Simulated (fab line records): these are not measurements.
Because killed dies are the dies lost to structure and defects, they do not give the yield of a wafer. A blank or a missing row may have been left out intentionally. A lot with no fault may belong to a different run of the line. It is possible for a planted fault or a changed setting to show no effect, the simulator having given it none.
Matching of chambers	flow nand-harc	rie-diel-07 running NHARC_P_M2_STRIP_18: 4 sister chambers
The step strips in N2/H2. 8 wafers are shown with their chamber, then 7 later ones without.

WAFERS PAIRED WITH THEIR CHAMBERS
wafer	chamber	drypump-motor-current-A (A)	oes-product-au (a.u.)
L085.1	3	5.3	1.001
L085.5	3	5.3	0.996
L085.6	0	5.4	0.991
L087.2	2	5.8	1.003
L087.3	1	5.1	1.019
L087.5	1	5.1	1.016
L089.1	2	5.9	1.006
L089.2	0	5.4	0.990

WAFERS WITH NO CHAMBER GIVEN
wafer	drypump-motor-current-A (A)	oes-product-au (a.u.)
L089.6	5.1	1.014
L093.2	5.9	0.997
L093.4	5.4	0.994
L093.6	5.1	1.010
L097.1	5.9	0.990
L097.4	5.1	1.003
L097.5	5.3	1.004

WHICH CHAMBER EACH ONE RAN IN
wafer	from the rows above	in truth
L089.6	1	1
L093.2	2	2
L093.4	can't be placed: 0 or 3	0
L093.6	1	1
L097.1	2	2
L097.4	can't be placed: 3 or 1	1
L097.5	3	3
Placed correctly: 5 of 7. Unplaceable from these rows: 2, with the true chamber sitting among the candidates in 2. Placed wrongly: 0.
How it was worked out, from the rows above alone: a wafer's distance from a chamber is the root of the sum, over the readings, of the square of ((its reading less the chamber's mean) divided by the reading's scatter). The wafer belongs to the nearest chamber; if the next one is less than 2 further off, it can't be placed. The mean given for a chamber averages the wafers shown for that chamber. The scatter: the root of (the sum of the squares of (reading less its chamber's mean) over the shown wafers, divided by (wafers less chambers)).
